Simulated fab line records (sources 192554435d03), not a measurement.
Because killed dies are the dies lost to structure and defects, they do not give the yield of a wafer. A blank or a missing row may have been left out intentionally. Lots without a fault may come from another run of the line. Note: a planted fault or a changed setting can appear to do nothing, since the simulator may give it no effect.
Split-lot experiment :: flow n5Finfet :: route with 1938 steps; 7 lots, 21 wafers read

ABOUT THE SPLIT
At N5_BEOL_M10_ETCH_41 (etches SiCN in CH3F/O2, target depth 42.6 nm, time 86 s), the setting sourceW was moved away from the recipe's 395 W on 5 of the 21 wafers read, by -12.5% to +17.9%. All remaining wafers had this setting at the recipe value.

The reading is taken at the split's own step.

THE READING
rfVppV, in V, at N5_BEOL_M10_ETCH_41 (etches SiCN in CH3F/O2, target depth 42.6 nm, time 86 s). Typical for fault-free wafers on this fab line: 297.6 V, with standard deviation 1.6 V.

wafer: L074.2
tool, chamber at the split: rieDiel-02, 0
sourceW as run, W: 395
against the recipe: recipe
rfVppV, V: 296.5
against lot-mates on the recipe: -

wafer: L074.4
tool, chamber at the split: rieDiel-02, 1
sourceW as run, W: 395
against the recipe: recipe
rfVppV, V: 297.3
against lot-mates on the recipe: -

wafer: L074.5
tool, chamber at the split: rieDiel-02, 3
sourceW as run, W: 345.5
against the recipe: -12.5%
rfVppV, V: 310.6
against lot-mates on the recipe: +13.7

wafer: L079.1
tool, chamber at the split: rieDiel-06, 2
sourceW as run, W: 395
against the recipe: recipe
rfVppV, V: 299.3
against lot-mates on the recipe: -

wafer: L079.2
tool, chamber at the split: rieDiel-06, 1
sourceW as run, W: 395
against the recipe: recipe
rfVppV, V: 296.9
against lot-mates on the recipe: -

wafer: L079.5
tool, chamber at the split: rieDiel-06, 1
sourceW as run, W: 395
against the recipe: recipe
rfVppV, V: 298.4
against lot-mates on the recipe: -

wafer: L084.4
tool, chamber at the split: rieDiel-06, 0
sourceW as run, W: 395
against the recipe: recipe
rfVppV, V: 296.6
against lot-mates on the recipe: -

wafer: L084.5
tool, chamber at the split: rieDiel-06, 1
sourceW as run, W: 395
against the recipe: recipe
rfVppV, V: 298.1
against lot-mates on the recipe: -

wafer: L084.6
tool, chamber at the split: rieDiel-06, 2
sourceW as run, W: 395
against the recipe: recipe
rfVppV, V: 299.5
against lot-mates on the recipe: -

wafer: L086.4
tool, chamber at the split: rieDiel-05, 0
sourceW as run, W: 395
against the recipe: recipe
rfVppV, V: 294.2
against lot-mates on the recipe: -

wafer: L086.5
tool, chamber at the split: rieDiel-05, 0
sourceW as run, W: 465.8
against the recipe: +17.9%
rfVppV, V: 279.3
against lot-mates on the recipe: -14.9

wafer: L086.6
tool, chamber at the split: rieDiel-05, 3
sourceW as run, W: 465.8
against the recipe: +17.9%
rfVppV, V: 280.5
against lot-mates on the recipe: -13.7

wafer: L093.1
tool, chamber at the split: rieDiel-06, 2
sourceW as run, W: 395
against the recipe: recipe
rfVppV, V: 302.5
against lot-mates on the recipe: -

wafer: L093.4
tool, chamber at the split: rieDiel-06, 0
sourceW as run, W: 395
against the recipe: recipe
rfVppV, V: 293.5
against lot-mates on the recipe: -

wafer: L093.5
tool, chamber at the split: rieDiel-06, 2
sourceW as run, W: 395
against the recipe: recipe
rfVppV, V: 300.7
against lot-mates on the recipe: -

wafer: L089.3
tool, chamber at the split: rieDiel-02, 2
sourceW as run, W: 395
against the recipe: recipe
rfVppV, V: 297.8
against lot-mates on the recipe: -

wafer: L089.4
tool, chamber at the split: rieDiel-02, 1
sourceW as run, W: 395
against the recipe: recipe
rfVppV, V: 296.2
against lot-mates on the recipe: -

wafer: L089.6
tool, chamber at the split: rieDiel-02, 0
sourceW as run, W: 465.8
against the recipe: +17.9%
rfVppV, V: 281.6
against lot-mates on the recipe: -15.4

wafer: L096.1
tool, chamber at the split: rieDiel-06, 0
sourceW as run, W: 395
against the recipe: recipe
rfVppV, V: 295.0
against lot-mates on the recipe: -

wafer: L096.2
tool, chamber at the split: rieDiel-06, 1
sourceW as run, W: 356.5
against the recipe: -9.7%
rfVppV, V: 307.4
against lot-mates on the recipe: +11.1

wafer: L096.6
tool, chamber at the split: rieDiel-06, 1
sourceW as run, W: 395
against the recipe: recipe
rfVppV, V: 297.5
against lot-mates on the recipe: -

FIT RESULTS
A straight line over all 21 wafers: rfVppV changes by -0.971 V for each +1% of sourceW; r = -0.96; the points scatter about the line by 2.1 V.
The same after taking each lot's own level away (the mean of its wafers on the recipe; 21 wafers): -0.89 V for each +1%; r = -0.96; scatter 2 V.
The reading moves by 16 V for the largest change in sourceW, on that fit.
The span of the lots' own levels, 294.20 to 298.90 V, comes to 2.9 times the standard deviation stated above.
So the lot-to-lot level changes the slope little: the two slopes agree.
Check: with one of the wafers moved furthest among these (+17.9%) left out of the fit, the line predicts -15.8 V for it against its lot-mates. It came out at -14.9 V against them.
Tool readings at the split's step, against how far the setting was moved: rfVppV r = -0.96.

ADDITIONAL SPLITS CARRIED BY THESE WAFERS
Other splits were also applied to these wafers ahead of the reading. Each is held against what the fit with the lots' levels taken away leaves over:
other split on the same wafers: N5_BEOL_M5_HM_DEP_02 targetThkA
wafers away from the commonest value: 3
r with rfVppV (lot level and that fit taken away): -0.14

other split on the same wafers: N5_BEOL_M5_COAT_71 spinRpm
wafers away from the commonest value: 5
r with rfVppV (lot level and that fit taken away): -0.08

other split on the same wafers: N5_BEOL_M6_TRENCH_ETCH_37 biasW
wafers away from the commonest value: 7
r with rfVppV (lot level and that fit taken away): +0.12

other split on the same wafers: N5_BEOL_M7_VIA_ETCH_34 sourceW
wafers away from the commonest value: 8
r with rfVppV (lot level and that fit taken away): -0.32

other split on the same wafers: N5_BEOL_M8_COAT_60 spinRpm
wafers away from the commonest value: 5
r with rfVppV (lot level and that fit taken away): -0.33

other split on the same wafers: N5_BEOL_M9_CMP_52 downForcePsi
wafers away from the commonest value: 6
r with rfVppV (lot level and that fit taken away): -0.06

other split on the same wafers: N5_BEOL_M10_VIA_ETCH_34 timeS
wafers away from the commonest value: 8
r with rfVppV (lot level and that fit taken away): +0.20

THE WHOLE CHAIN: every reading that the file lists as answering this split, in the file's order
step: N5_BEOL_M10_ETCH_41
what it does: etches SiCN in CH3F/O2, target depth 42.6 nm, time 86 s
reading: rfVppV
change (the file's fit): -0.908 V for each +1% of the setting
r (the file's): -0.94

step: N5_BEOL_M10_ETCH_41
what it does: etches SiCN in CH3F/O2, target depth 42.6 nm, time 86 s
reading: etch.depthNm (the simulator's own value, which no gauge read)
change (the file's fit): +0.166 nm for each +1% of the setting
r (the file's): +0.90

THE FILE'S OWN FIT
rfVppV changes by -0.908 V for each +1% of sourceW, r = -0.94.
